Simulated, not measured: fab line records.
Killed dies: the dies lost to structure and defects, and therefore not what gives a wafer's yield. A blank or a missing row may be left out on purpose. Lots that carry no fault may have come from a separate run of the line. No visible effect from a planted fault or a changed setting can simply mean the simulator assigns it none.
Chamber matching / flow nand harc / NHARC_P_M0_DEP_32 on pecvd-01 has 3 sister chambers
The step deposits SiCN, target thk 30 nm. 3 wafers are shown with their chamber, then 9 later ones without.

== WAFERS PAIRED WITH THEIR CHAMBERS ==
wafer=L085.4; chamber=2; heater power w (W)=612
wafer=L086.5; chamber=1; heater power w (W)=487
wafer=L086.6; chamber=0; heater power w (W)=587

== WAFERS WITH NO CHAMBER GIVEN ==
wafer=L089.3; heater power w (W)=444
wafer=L089.5; heater power w (W)=614
wafer=L089.6; heater power w (W)=602
wafer=L088.2; heater power w (W)=661
wafer=L088.4; heater power w (W)=658
wafer=L088.5; heater power w (W)=450
wafer=L096.1; heater power w (W)=560
wafer=L096.3; heater power w (W)=695
wafer=L096.6; heater power w (W)=694

== WHICH CHAMBER EACH ONE RAN IN ==
wafer=L089.3; from the rows above=1; in truth=1
wafer=L089.5; from the rows above=can't be placed: 2 or 0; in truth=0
wafer=L089.6; from the rows above=can't be placed: 2 or 0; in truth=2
wafer=L088.2; from the rows above=can't be placed: 2 or 0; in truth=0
wafer=L088.4; from the rows above=can't be placed: 2 or 0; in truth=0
wafer=L088.5; from the rows above=1; in truth=1
wafer=L096.1; from the rows above=can't be placed: 0 or 2 or 1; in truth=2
wafer=L096.3; from the rows above=can't be placed: 2 or 0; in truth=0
wafer=L096.6; from the rows above=can't be placed: 2 or 0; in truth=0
Correct placement for 2 of the 9. Can't be placed from these rows: 7 (the true chamber is among the candidates in 7). Number placed wrongly: 0.
How it was worked out, from the rows above alone: a wafer's distance from a chamber is the root of the sum, over the readings, of the square of ((its reading less the chamber's mean) divided by the reading's scatter). The wafer belongs to the nearest chamber; if the next one is less than 2 further off, it can't be placed. For every chamber, the mean is computed from those of its wafers that are shown. The scatter (one wafer shown for each chamber): square how far every hidden wafer sits from the nearest shown wafer, average those squares and take the square root.
